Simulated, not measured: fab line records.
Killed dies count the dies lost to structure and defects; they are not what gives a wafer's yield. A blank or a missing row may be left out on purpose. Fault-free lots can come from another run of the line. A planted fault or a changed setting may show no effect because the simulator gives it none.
fab line records + flow n5Finfet
record
- lots=5
- wafers=15
- lastDay=16
route steps=1938 shown BEOL_M4@1099 BEOL_M5@1112 BEOL_M9@1447 PASSIVATION@1936
lots with no fault: from the same line, run without faults
startH: start of the lot's first displayed wafer, in hours after the record's first day + waitH: how many hours have passed since the lot's step before this one + " the same as in the row above + L1.1+2: several wafers, shown together as one row + - no value, or no start was given + * or withheld: withheld + < > ~ a bound
route shown NAME@n: NAME is a module with steps in the file, n the number in the route of the first one + usual: the fault-free wafers' mean and standard deviation + same: alike in all rows + chamber/n: place in a boat + sites: readings site by site + _std_site: the values' standard deviation + _edge_site: inner sites' mean taken away from outer sites' mean + radiusMm: how far each site lies from the wafer's centre + mask NAME#n: copy n + behind: the tool/chamber that last shaped the wafer + hold: what put the lot on hold/how long, in hours/how the hold closed + device: the transistor (n, p or np) that didn't switch + end of line: the tests these same wafers got at the end of their route + a step with no rows: only its recipe + killed: not the wafer's yield, but the dies lost to structure and defects at the first sort + map: shows each die of a wafer: x if killed, . if not, _ if none is there
set.NAME: the setting as run; set.NAME@STEP: as run at that earlier step + model.NAME: the simulator's own value behind a step, which no gauge read
certain route steps with their lots: each step a table, each wafer a row
services: a tool's chamber out of use, with start hour (startH, from the record's first day; less than 0 if before it), hours out, and reason
## steps
# step N5_BEOL_M4_ANNEAL_95
# recipe
- tempC=400
- timeS=240
- ambient=vacuum
# step N5_BEOL_M4_SPUTTER_96
# recipe
- material=Cu
- targetThkA=45
- tempC=-20
- chamberPressurePa=0.07
- powerW=withheld
- timeS=8.29
# step N5_BEOL_M4_ECD_50
# recipe
- material=Cu
- targetThkA=3000
# step N5_BEOL_M4_ANNEAL_51
# recipe
- tempC=225
- timeS=90
- ambient=N2
# step N5_BEOL_M4_CMP_52
# recipe
- stopOn=SiOC
- tOverpolishS=6.8
- downForcePsi=1
- platenRpm=50
- clearingPlatenDownForcePsi=1.5
- clearingPlatenRpm=50
- postCmpClean=cuAlkaline
- targetThkNm=40
- clearingPlatenPadVelocityMS=0.99484
- padVelocityMS=0.99484
# step N5_BEOL_M4_PRE_CLEAN_60
# recipe
- gas=NH3/H2
- timeS=15
- tempC=*
- rfPowerW=300
# step N5_BEOL_M4_CO_CAP_55
# recipe
- material=Co
- targetThkA=20
- tempC=200
- precursor=CCTBA/H2
- pressureTorr=30
- timeS=102.1
# step N5_BEOL_M4_PRE_CLEAN_56
# recipe
- gas=NH3
- timeS=15
- tempC=withheld
- rfPowerW=300
# step N5_BEOL_M4_DEP_57
# recipe
- material=SiCN
- targetThkA=80
- tempC=withheld
- precursor=3MS/NH3
- pressureTorr=3
- rfW=202
- timeS=14
# step N5_BEOL_M4_RC_MEAS_101
# usual
- DIBL_N=36.3/1.6
- DIBL_P=36.2/2.1
- IOFF_N=0.16/0.031
- IOFF_P=0.21/0.034
- ION_N=673/11
- ION_P=461/7.4
- SS_N=71.6/0.55
- SS_P=73.3/0.66
- VT_N=251/3.2
- VT_P=-251/3.5
| lot.wafer | tool      | chamber | startH | waitH | DIBL_N[mV/V] | DIBL_P[mV/V] | IOFF_N[nA/um] | IOFF_P[nA/um] | ION_N[uA/um] | ION_P[uA/um] | SS_N[mV/dec] | SS_P[mV/dec] | VT_N[mV] | VT_P[mV] |
|-----------|-----------|---------|--------|-------|--------------|--------------|---------------|---------------|--------------|--------------|--------------|--------------|----------|----------|
| L374.1    | prober-02 | 0       | 163.10 | 0.0   | 34.0         | 35.9         | 0.15          | 0.20          | 683          | 466          | 70.8         | 72.9         | 250      | -253     |
| L374.3    | "         | 0       | "      | "     | 36.2         | 37.4         | 0.18          | 0.22          | 682          | 456          | 71.5         | 73.7         | 249      | -251     |
| L374.4    | "         | 0       | "      | "     | 36.6         | 39.3         | 0.19          | 0.25          | 669          | 461          | 71.9         | 73.8         | 247      | -249     |
| L384.3    | prober-02 | 0       | 229.59 | 0.3   | 35.2         | 37.4         | 0.15          | 0.21          | 655          | 455          | 71.7         | 74.1         | 251      | -249     |
| L384.5    | "         | 0       | "      | "     | 36.3         | 39.1         | 0.18          | 0.24          | 687          | 471          | 71.4         | 73.8         | 248      | -248     |
| L384.6    | "         | 0       | "      | "     | 35.2         | 37.2         | 0.15          | 0.19          | 667          | 457          | 71.0         | 73.1         | 248      | -251     |
| L385.1    | prober-01 | 0       | 236.31 | 0.0   | 35.9         | 36.0         | 0.14          | 0.18          | 680          | 467          | 71.1         | 73.3         | 249      | -254     |
| L385.4    | "         | 0       | "      | "     | 36.2         | 36.5         | 0.14          | 0.19          | 679          | 466          | 71.0         | 73.5         | 251      | -252     |
| L385.5    | "         | 0       | "      | "     | 35.9         | 35.5         | 0.14          | 0.17          | 669          | 451          | 70.9         | 72.5         | 252      | -256     |
| L386.3    | prober-01 | 0       | 246.02 | 0.3   | 35.5         | 35.6         | 0.15          | 0.19          | 667          | 454          | 71.3         | 72.9         | 250      | -252     |
| L386.5    | "         | 0       | "      | "     | 35.4         | 35.9         | 0.14          | 0.20          | 669          | 459          | 71.9         | 72.6         | 250      | -252     |
| L386.6    | "         | 0       | "      | "     | 35.8         | 36.9         | 0.16          | 0.22          | 670          | 464          | 71.9         | 72.9         | 249      | -250     |
| L394.1    | prober-01 | 0       | 295.50 | 0.0   | 34.2         | 32.4         | 0.10          | 0.14          | 655          | 453          | 71.4         | 71.8         | 259      | -256     |
| L394.5    | "         | 0       | "      | "     | 38.0         | 36.4         | 0.15          | 0.20          | 663          | 455          | 72.2         | 73.5         | 251      | -252     |
| L394.6    | "         | 0       | "      | "     | 34.3         | 32.8         | 0.11          | 0.14          | 668          | 458          | 71.3         | 72.1         | 257      | -257     |
# step N5_BEOL_M5_ILD_DEP_00
# recipe
- material=SiCOH_lowk
- targetThkA=1406.4
- tempC=300
- precursor=DEMS/porogen
- pressureTorr=5
- rfW=500
- timeS=25.9
# step N5_BEOL_M5_CURE_79
# recipe
- tempC=385
- timeS=240
- ambient=He/Ar
- material=SiCOH_lowk
# step N5_BEOL_M5_PECVD_70
# recipe
- material=SiO2
- targetThkA=160
- tempC=400
- precursor=TEOS/O2
- pressureTorr=5.5
- rfW=450
- teosFlowSccm=53.8
- gas=O2
- flowSccm=3000
- timeS=18
# step N5_BEOL_M5_HM_DEP_02
# recipe
- material=TiN
- targetThkA=200
- tempC=25
- chamberPressurePa=0.49996
# step N5_BEOL_M5_COAT_59
# recipe
- resist=SOC
- tempC=250
- timeS=60
- spinRpm=1500
- resistThkNm=60
# step N5_BEOL_M5_COAT_60
# recipe
- resist=SiARC
- tempC=220
- timeS=60
- spinRpm=1500
- resistThkNm=12
# step N5_BEOL_M5_COAT_71
# recipe
- resist=underlayer
- tempC=205
- timeS=60
- spinRpm=1500
- resistThkNm=5
# step N5_BEOL_M5_COAT_05
# recipe
- resist=CAR-EUV
- spinRpm=1500
- resistThkNm=30
# step N5_BEOL_M5_EBR_07
# recipe
- solvent=PGMEA
- ebrWidthMm=1.5
# step N5_BEOL_M5_SOFTBAKE_06
# recipe
- tempC=110
- timeS=60
- resist=CAR-EUV
# step N5_BEOL_M5_EXPOSE_08
# recipe
- maskId=M5
- na=0.33
- sourceShape=annular
- sigmaInner=0.4
- sigmaOuter=0.8
- polarization=unpolarized
- targetCdNm=28
- doseMj=35.75
# step N5_BEOL_M5_PEB_09
# recipe
- pebTempC=100
- pebTimeS=60
- resist=CAR-EUV
# step N5_BEOL_M5_DEVELOP_10
# recipe
- developTimeS=30
- developer=TMAH
- resist=CAR-EUV
- rinseLiquid=surfactantRinse
- dry=airSpin
- devTempC=23
# step N5_BEOL_M5_DESCUM_16
# recipe
- chemistry=O2
- timeS=7
- sourcePowerW=50
- biasPowerW=20
- pressureMtorr=20
- rfFrequencyHz=2.712e+07
- tempC=40
- resist=CAR-EUV
- o2FlowSccm=225
# step N5_BEOL_M5_ETCH_72
# recipe
- chemistry=N2/H2
- target=underlayer
- targetDepthA=65
- maskMaterial=CAR-EUV
- timeS=5.2
- ionEnergyEv=200
- pressureMtorr=30
- sourceW=840
- biasW=150
- n2FlowSccm=200
- h2FlowSccm=200
- ends=cleared
# step N5_BEOL_M5_ETCH_61
# recipe
- chemistry=CF4
- target=SiARC
- targetDepthA=156
- maskMaterial=CAR-EUV
- timeS=26
- ionEnergyEv=80
- pressureMtorr=40
- sourceW=545
- biasW=36
- Ar_flow_sccm=100
- cf4FlowSccm=100
- ends=cleared
# step N5_BEOL_M5_ETCH_62
# recipe
- chemistry=N2/H2
- target=SOC
- targetDepthA=750
- overetchA=150
- maskMaterial=SiARC
- tempC=40
- timeS=112.5
- ionEnergyEv=200
- pressureMtorr=30
- sourceW=840
- biasW=150
- n2FlowSccm=200
- h2FlowSccm=200
# step N5_BEOL_M5_STRIP_63
# recipe
- chemistry=N2/H2
- tempC=40
- n2FlowSccm=200
- h2FlowSccm=200
- rfFrequencyHz=6e+07
# step N5_BEOL_M5_STRIP_73
# recipe
- chemistry=N2/H2
- tempC=40
- n2FlowSccm=200
- h2FlowSccm=200
- rfFrequencyHz=6e+07
# step N5_BEOL_M5_STRIP_64
# recipe
- chemistry=CF4
- resist=SiARC
- powerW=300
- biasPowerW=75
- pressureMtorr=50
- cf4FlowSccm=150
- rfFrequencyHz=6e+07
# step N5_BEOL_M5_HM_OPEN_17
# recipe
- chemistry=Cl2/BCl3
- targetDepthA=200
- overetchA=60
- target=TiN
- maskMaterial=SOC
- ionEnergyEv=150
- pressureMtorr=10
- icpW=1000
- biasW=126
- Cl2_flow_sccm=53.25
- bcl3FlowSccm=21.75
- Ar_flow_sccm=25
# step N5_BEOL_M5_STRIP_19
# recipe
- chemistry=O2
- powerW=400
- tempC=40
- pressureMtorr=30
- rfFrequencyHz=6e+07
- biasPowerW=0
- overashFraction=0.2
- o2FlowSccm=225
# step N5_BEOL_M5_COAT_65
# recipe
- resist=SOC
- tempC=250
- timeS=60
- spinRpm=1500
- resistThkNm=60
# step N5_BEOL_M5_COAT_66
# recipe
- resist=SiARC
- tempC=220
- timeS=60
- spinRpm=1500
- resistThkNm=12
# step N5_BEOL_M9_ETCH_41
# recipe
- chemistry=CH3F/O2
- target=SiCN
- targetDepthA=366
- taperDeg=2
- timeS=70.1
- ionEnergyEv=120
- maskMaterial=TiN
- pressureMtorr=30
- sourceW=395
- biasW=75
- Ar_flow_sccm=150
- CH3F_flow_sccm=30
- O2_flow_sccm=20
# usual
- CH3F_flow_sccm=30.00/0.099
- O2_flow_sccm=20.00/0.061
- drypumpMotorCurrentA=5.6/0.53
- mfcArSccm=150.0/0.46
- oesProductAu=0.79/0.084
- rfVppV=297.1/1.6
- showerheadPlenumPTorr=1.99/0.073
- throttleValvePct=16.25/0.19
| lot.wafer | tool       | chamber | startH | waitH | CH3F_flow_sccm | O2_flow_sccm | drypumpMotorCurrentA | mfcArSccm | oesProductAu | rfHoursCounterH | rfVppV | showerheadPlenumPTorr | throttleValvePct |
|-----------|------------|---------|--------|-------|----------------|--------------|----------------------|-----------|--------------|-----------------|--------|-----------------------|------------------|
| L374.1    | rieDiel-03 | 0       | 204.73 | -     | 29.93          | 20.09        | 5.9                  | 150.1     | 0.72         | 168             | 296.9  | 2.00                  | 16.48            |
| L374.3    | "          | 3       | "      | "     | 30.08          | 20.04        | 5.4                  | 150.6     | 0.69         | 238             | 297.3  | 2.06                  | 16.39            |
| L374.4    | "          | 2       | "      | "     | 29.92          | 20.05        | 5.1                  | 150.4     | 0.76         | 165             | 295.4  | 1.92                  | 16.36            |
| L384.3    | rieDiel-05 | 3       | 271.81 | -     | -              | -            | -                    | -         | -            | -               | -      | -                     | -                |
| L384.5    | "          | 3       | "      | "     | -              | -            | -                    | -         | -            | -               | -      | -                     | -                |
| L384.6    | "          | 2       | "      | "     | -              | -            | -                    | -         | -            | -               | -      | -                     | -                |
| L385.1    | rieDiel-01 | 0       | 276.17 | -     | -              | -            | -                    | -         | -            | -               | -      | -                     | -                |
| L385.4    | "          | 2       | "      | "     | -              | -            | -                    | -         | -            | -               | -      | -                     | -                |
| L385.5    | "          | 0       | "      | "     | -              | -            | -                    | -         | -            | -               | -      | -                     | -                |
| L386.3    | rieDiel-03 | 0       | 284.51 | -     | -              | -            | -                    | -         | -            | -               | -      | -                     | -                |
| L386.5    | "          | 2       | "      | "     | -              | -            | -                    | -         | -            | -               | -      | -                     | -                |
| L386.6    | "          | 1       | "      | "     | -              | -            | -                    | -         | -            | -               | -      | -                     | -                |
| L394.1    | rieDiel-01 | 0       | 334.04 | -     | 30.17          | 19.98        | 4.9                  | 149.3     | 0.81         | 111             | 297.7  | 2.00                  | 16.37            |
| L394.5    | "          | 0       | "      | "     | 30.18          | 20.01        | 4.9                  | 149.6     | 0.80         | -               | 297.4  | 2.00                  | 16.36            |
| L394.6    | "          | 1       | "      | "     | 29.96          | 20.05        | 5.8                  | 150.3     | 0.81         | -               | 297.3  | 2.02                  | 16.41            |
# step N5_PASSIVATION_PROBE_49
# usual
- defectLimitedYield=91.5/1.5
- killed_at_M0_to_M3=32/9.4
- killed_at_M4_up=12/5.1
- killedAtContacts=11/7.4
- killedAtFrontEnd=41/11
- killedAtOther=3.4/2.5
- killedDies=100/17
- killedOnRim=13/4.4
- killedOpen=65/14
- killedShort=33/7
- sort_bin_5_function=4.9/0.96
- sort_bin_6_memory=3.1/0.7
- sortNPass=1080/17
- sortYieldPct=91.5/1.5
# same
- grossDies=1180
- killedAtBackSide=0
- sort_bin_4_leakage[%]=0
- sort_bin_8_speed[%]=0
| lot.wafer | tool      | chamber | startH | waitH | defectLimitedYield[%] | killed_at_M0_to_M3 | killed_at_M4_up | killedAtContacts | killedAtFrontEnd | killedAtOther | killedDies | killedOnRim | killedOpen | killedShort | sort_bin_5_function[%] | sort_bin_6_memory[%] | sortNPass | sortYieldPct[%] |
|-----------|-----------|---------|--------|-------|-----------------------|--------------------|-----------------|------------------|------------------|---------------|------------|-------------|------------|-------------|------------------------|----------------------|-----------|-----------------|
| L385.1    | prober-01 | -       | 326.39 | 0.0   | 0                     | 39                 | 1091            | 8                | 40               | 2             | 1180       | 152         | 56         | 40          | 96.9                   | 2.9                  | 0         | 0               |
| L385.4    | prober-01 | -       | 326.54 | 0.2   | 0                     | 40                 | 1093            | 12               | 35               | 0             | 1180       | 152         | 68         | 27          | 97.0                   | 2.7                  | 0         | 0               |
| L385.5    | prober-01 | -       | 326.59 | 0.2   | 0                     | 28                 | 1083            | 5                | 60               | 4             | 1180       | 152         | 75         | 31          | 95.8                   | 3.9                  | 0         | 0               |
| L384.3    | prober-01 | -       | 327.55 | 0.1   | 0                     | 36                 | 1097            | 11               | 31               | 5             | 1180       | 152         | 67         | 33          | 96.2                   | 3.6                  | 0         | 0               |
| L384.5    | prober-01 | -       | 327.65 | 0.2   | 0                     | 32                 | 1100            | 2                | 43               | 3             | 1180       | 152         | 64         | 30          | 96.6                   | 3.0                  | 0         | 0               |
| L384.6    | prober-01 | -       | 327.70 | 0.3   | 0                     | 34                 | 1055            | 19               | 65               | 7             | 1180       | 152         | 90         | 44          | 95.3                   | 4.3                  | 0         | 0               |
| L386.3    | prober-02 | -       | 339.84 | 0.1   | 0                     | 17                 | 1108            | 12               | 43               | 0             | 1180       | 152         | 35         | 40          | 97.3                   | 2.3                  | 0         | 0               |
| L386.5    | prober-02 | -       | 339.94 | 0.2   | 0                     | 36                 | 1096            | 1                | 45               | 2             | 1180       | 152         | 61         | 37          | 96.1                   | 3.8                  | 0         | 0               |
| L386.6    | prober-02 | -       | 339.99 | 0.3   | 0                     | 22                 | 1116            | 7                | 35               | 0             | 1180       | 152         | 38         | 33          | 97.7                   | 1.9                  | 0         | 0               |
# killed by level:class
L385.1 BEOL_M9:areaEtch=1084 BEOL_M0_SAQP:geometricParticle:short=12 STI_FIN_REVEAL:geometricParticle:open=11 BEOL_M0_SAQP:geometricParticle:open=10 MOL_CONTACT_COAG:geometricParticle:open=7 FIN_SAQP:geometricParticle:open=6 FIN_SAQP:geometricParticle:short=5 STI_FIN_REVEAL:geometricParticle:short=5
L385.4 BEOL_M9:areaEtch=1084 STI_FIN_REVEAL:geometricParticle:open=11 BEOL_M0_SAQP:geometricParticle:open=11 BEOL_M0_SAQP:geometricParticle:short=10 MOL_CONTACT_COAG:geometricParticle:open=9 BEOL_M3:geometricParticle:open=9 BEOL_M4:geometricParticle:open=9 DUMMY_GATE:geometricParticle:open=5
L385.5 BEOL_M9:areaEtch=1074 FIN_SAQP:geometricParticle:open=19 STI_FIN_REVEAL:geometricParticle:open=17 FIN_SAQP:geometricParticle:short=11 BEOL_M0_SAQP:geometricParticle:open=9 BEOL_M3:geometricParticle:open=6 STI_FIN_REVEAL:geometricParticle:short=5 BEOL_M0_SAQP:geometricParticle:short=5
L384.3 BEOL_M9:areaEtch=1080 MOL_CONTACT_COAG:geometricParticle:open=10 BEOL_M3:geometricParticle:open=10 BEOL_M0_SAQP:geometricParticle:open=8 BEOL_M2:geometricParticle:open=6 BEOL_M1:geometricParticle:short=6 BEOL_M4:geometricParticle:open=6 FIN_SAQP:geometricParticle:open=5
L384.5 BEOL_M9:areaEtch=1086 BEOL_M4:geometricParticle:open=11 STI_FIN_REVEAL:geometricParticle:open=10 FIN_SAQP:geometricParticle:short=9 BEOL_M0_SAQP:geometricParticle:open=8 BEOL_M3:geometricParticle:open=8 BEOL_M2:geometricParticle:open=7 FIN_SAQP:geometricParticle:open=5
L384.6 BEOL_M9:areaEtch=1044 FIN_SAQP:geometricParticle:open=16 MOL_CONTACT_COAG:geometricParticle:open=16 STI_FIN_REVEAL:geometricParticle:open=15 FIN_SAQP:geometricParticle:short=12 BEOL_M2:geometricParticle:open=9 BEOL_M3:geometricParticle:open=6 BEOL_M1:geometricParticle:short=5
L386.3 BEOL_M9:areaEtch=1104 MOL_CONTACT_COAG:geometricParticle:open=9 FIN_SAQP:geometricParticle:short=7 BEOL_M0_SAQP:geometricParticle:short=7 STARTING-WAFER:geometricParticle:short=6 STI_FIN_REVEAL:geometricParticle:open=5 SPACER0:geometricParticle:short=5 GATE_CUT:geometricParticle:short=5
L386.5 BEOL_M9:areaEtch=1079 FIN_SAQP:geometricParticle:short=11 BEOL_M4:geometricParticle:open=8 GATE_CUT:geometricParticle:short=8 BEOL_M0_SAQP:geometricParticle:short=8 BEOL_M1:geometricParticle:open=8 BEOL_M2:geometricParticle:open=7 BEOL_M3:geometricParticle:open=7
L386.6 BEOL_M9:areaEtch=1108 MOL_CONTACT_COAG:geometricParticle:open=7 FIN_SAQP:geometricParticle:open=6 BEOL_M0_SAQP:geometricParticle:short=6 FIN_SAQP:geometricParticle:short=5 DUMMY_GATE:geometricParticle:open=5 SPACER0:geometricParticle:short=5 STARTING-WAFER:geometricParticle:short=5
# map L384.3 (x killed, . not)
_________________xxxxxxxxxxxx________________
______________xxxxxxxxxxxxxxxxxx_____________
___________xxxxxxxxxxxxxxxxxxxxxxxx__________
__________xxxxxxxxxxxxxxxxxxxxxxxxxx_________
________xxxxxxxxxxxxxxxxxxxxxxxxxxxxxx_______
_______xxxxxxxxxxxxxxxxxxxxxxxxxxxxxxxx______
______xxxxxxxxxxxxxxxxxxxxxxxxxxxxxxxxxx_____
_____xxxxxxxxxxxxxxxxxxxxxxxxxxxxxxxxxxxx____
____xxxxxxxxxxxxxxxxxxxxxxxxxxxxxxxxxxxxxx___
___xxxxxxxxxxxxxxxxxxxxxxxxxxxxxxxxxxxxxxxx__
___xxxxxxxxxxxxxxxxxxxxxxxxxxxxxxxxxxxxxxxx__
__xxxxxxxxxxxxxxxxxxxxxxxxxxxxxxxxxxxxxxxxxx_
__xxxxxxxxxxxxxxxxxxxxxxxxxxxxxxxxxxxxxxxxxx_
_xxxxxxxxxxxxxxxxxxxxxxxxxxxxxxxxxxxxxxxxxxxx
_xxxxxxxxxxxxxxxxxxxxxxxxxxxxxxxxxxxxxxxxxxxx
_xxxxxxxxxxxxxxxxxxxxxxxxxxxxxxxxxxxxxxxxxxxx
_xxxxxxxxxxxxxxxxxxxxxxxxxxxxxxxxxxxxxxxxxxxx
_xxxxxxxxxxxxxxxxxxxxxxxxxxxxxxxxxxxxxxxxxxxx
_xxxxxxxxxxxxxxxxxxxxxxxxxxxxxxxxxxxxxxxxxxxx
_xxxxxxxxxxxxxxxxxxxxxxxxxxxxxxxxxxxxxxxxxxxx
_xxxxxxxxxxxxxxxxxxxxxxxxxxxxxxxxxxxxxxxxxxxx
__xxxxxxxxxxxxxxxxxxxxxxxxxxxxxxxxxxxxxxxxxx_
__xxxxxxxxxxxxxxxxxxxxxxxxxxxxxxxxxxxxxxxxxx_
___xxxxxxxxxxxxxxxxxxxxxxxxxxxxxxxxxxxxxxxx__
___xxxxxxxxxxxxxxxxxxxxxxxxxxxxxxxxxxxxxxxx__
____xxxxxxxxxxxxxxxxxxxxxxxxxxxxxxxxxxxxxx___
_____xxxxxxxxxxxxxxxxxxxxxxxxxxxxxxxxxxxx____
______xxxxxxxxxxxxxxxxxxxxxxxxxxxxxxxxxx_____
_______xxxxxxxxxxxxxxxxxxxxxxxxxxxxxxxx______
________xxxxxxxxxxxxxxxxxxxxxxxxxxxxxx_______
__________xxxxxxxxxxxxxxxxxxxxxxxxxx_________
___________xxxxxxxxxxxxxxxxxxxxxxxx__________
______________xxxxxxxxxxxxxxxxxx_____________
_________________xxxxxxxxxxxx________________
# map L385.1 (x killed, . not)
_________________xxxxxxxxxxxx________________
______________xxxxxxxxxxxxxxxxxx_____________
___________xxxxxxxxxxxxxxxxxxxxxxxx__________
__________xxxxxxxxxxxxxxxxxxxxxxxxxx_________
________xxxxxxxxxxxxxxxxxxxxxxxxxxxxxx_______
_______xxxxxxxxxxxxxxxxxxxxxxxxxxxxxxxx______
______xxxxxxxxxxxxxxxxxxxxxxxxxxxxxxxxxx_____
_____xxxxxxxxxxxxxxxxxxxxxxxxxxxxxxxxxxxx____
____xxxxxxxxxxxxxxxxxxxxxxxxxxxxxxxxxxxxxx___
___xxxxxxxxxxxxxxxxxxxxxxxxxxxxxxxxxxxxxxxx__
___xxxxxxxxxxxxxxxxxxxxxxxxxxxxxxxxxxxxxxxx__
__xxxxxxxxxxxxxxxxxxxxxxxxxxxxxxxxxxxxxxxxxx_
__xxxxxxxxxxxxxxxxxxxxxxxxxxxxxxxxxxxxxxxxxx_
_xxxxxxxxxxxxxxxxxxxxxxxxxxxxxxxxxxxxxxxxxxxx
_xxxxxxxxxxxxxxxxxxxxxxxxxxxxxxxxxxxxxxxxxxxx
_xxxxxxxxxxxxxxxxxxxxxxxxxxxxxxxxxxxxxxxxxxxx
_xxxxxxxxxxxxxxxxxxxxxxxxxxxxxxxxxxxxxxxxxxxx
_xxxxxxxxxxxxxxxxxxxxxxxxxxxxxxxxxxxxxxxxxxxx
_xxxxxxxxxxxxxxxxxxxxxxxxxxxxxxxxxxxxxxxxxxxx
_xxxxxxxxxxxxxxxxxxxxxxxxxxxxxxxxxxxxxxxxxxxx
_xxxxxxxxxxxxxxxxxxxxxxxxxxxxxxxxxxxxxxxxxxxx
__xxxxxxxxxxxxxxxxxxxxxxxxxxxxxxxxxxxxxxxxxx_
__xxxxxxxxxxxxxxxxxxxxxxxxxxxxxxxxxxxxxxxxxx_
___xxxxxxxxxxxxxxxxxxxxxxxxxxxxxxxxxxxxxxxx__
___xxxxxxxxxxxxxxxxxxxxxxxxxxxxxxxxxxxxxxxx__
____xxxxxxxxxxxxxxxxxxxxxxxxxxxxxxxxxxxxxx___
_____xxxxxxxxxxxxxxxxxxxxxxxxxxxxxxxxxxxx____
______xxxxxxxxxxxxxxxxxxxxxxxxxxxxxxxxxx_____
_______xxxxxxxxxxxxxxxxxxxxxxxxxxxxxxxx______
________xxxxxxxxxxxxxxxxxxxxxxxxxxxxxx_______
__________xxxxxxxxxxxxxxxxxxxxxxxxxx_________
___________xxxxxxxxxxxxxxxxxxxxxxxx__________
______________xxxxxxxxxxxxxxxxxx_____________
_________________xxxxxxxxxxxx________________
## services
| tool       | chamber | startH | hours | kind                         |
|------------|---------|--------|-------|------------------------------|
| rieDiel-03 | 0       | 181.89 | 7.9   | repair                       |
| rieDiel-01 | -       | 191.85 | 2.8   | pm                           |
| rieDiel-01 | 3       | 211.88 | 14.8  | repair                       |
| rieDiel-01 | 2       | 230.42 | -     | clean                        |
| rieDiel-01 | 2       | 230.42 | -     | consumableReplace:focusRing  |
| rieDiel-01 | 2       | 230.42 | 13.2  | scheduledDown                |
| rieDiel-01 | 2       | 230.42 | 13.2  | ventCycle                    |
| rieDiel-03 | 3       | 232.01 | 2.0   | repair                       |
| rieDiel-03 | 3       | 245.09 | -     | clean                        |
| rieDiel-03 | 3       | 245.09 | -     | consumableReplace:focusRing  |
| rieDiel-03 | 3       | 245.09 | 17.9  | scheduledDown                |
| rieDiel-03 | 3       | 245.09 | 17.9  | ventCycle                    |
| rieDiel-03 | 3       | 266.40 | 4.3   | repair                       |
| rieDiel-05 | 3       | 288.80 | 4.2   | repair                       |
| rieDiel-03 | 0       | 289.36 | 5.6   | repair                       |
| rieDiel-05 | 3       | 307.51 | -     | clean                        |
| rieDiel-05 | 3       | 307.51 | -     | consumableReplace:focusRing  |
| rieDiel-05 | 3       | 307.51 | 17.0  | scheduledDown                |
| rieDiel-01 | 1       | 326.54 | 5.2   | repair                       |
| rieDiel-01 | 3       | 331.80 | -     | clean                        |
| rieDiel-01 | 3       | 331.80 | -     | consumableReplace:focusRing  |
| rieDiel-01 | 3       | 331.80 | -     | consumableReplace:showerhead |
| rieDiel-01 | 3       | 331.80 | 19.1  | scheduledDown                |
| rieDiel-01 | 3       | 331.80 | 19.1  | ventCycle                    |
## key
firstSign
- step=N5_BEOL_M9_ETCH_41
- reading=toolRecord
- direction=missing
effect
- step=N5_PASSIVATION_PROBE_49
- reading=killed_at_M4_up
- direction=up
- sigmas=99+
- usual=12
- struck=1093
moreKillsBornAt
- N5_BEOL_M9_ETCH_41@rieDiel-03=3291
- N5_BEOL_M9_ETCH_41@rieDiel-01=3242
- N5_BEOL_M9_ETCH_41@rieDiel-05=3210
metAt N5_BEOL_M9_ETCH_41
struckWafers L384.3,L384.5,L384.6,L385.1,L385.4,L385.5,L386.3,L386.5,L386.6
laterRowsLeftOut L384.3,L384.5,L384.6,L385.1,L385.4,L385.5,L386.3,L386.5,L386.6
onsetBetween 204.73 271.81
fault
- kind=skippedStepWhole
- tool=rieDiel-01,rieDiel-03,rieDiel-05
- chamber=-
- onsetH=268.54
- steps=N5_BEOL_M9_ETCH_41
- scope=struckLotsOnly
# laterRowsLeftOut: the simulator's readings of these wafers behind a module that went badly wrong aren't trusted and aren't shown, but for the sort
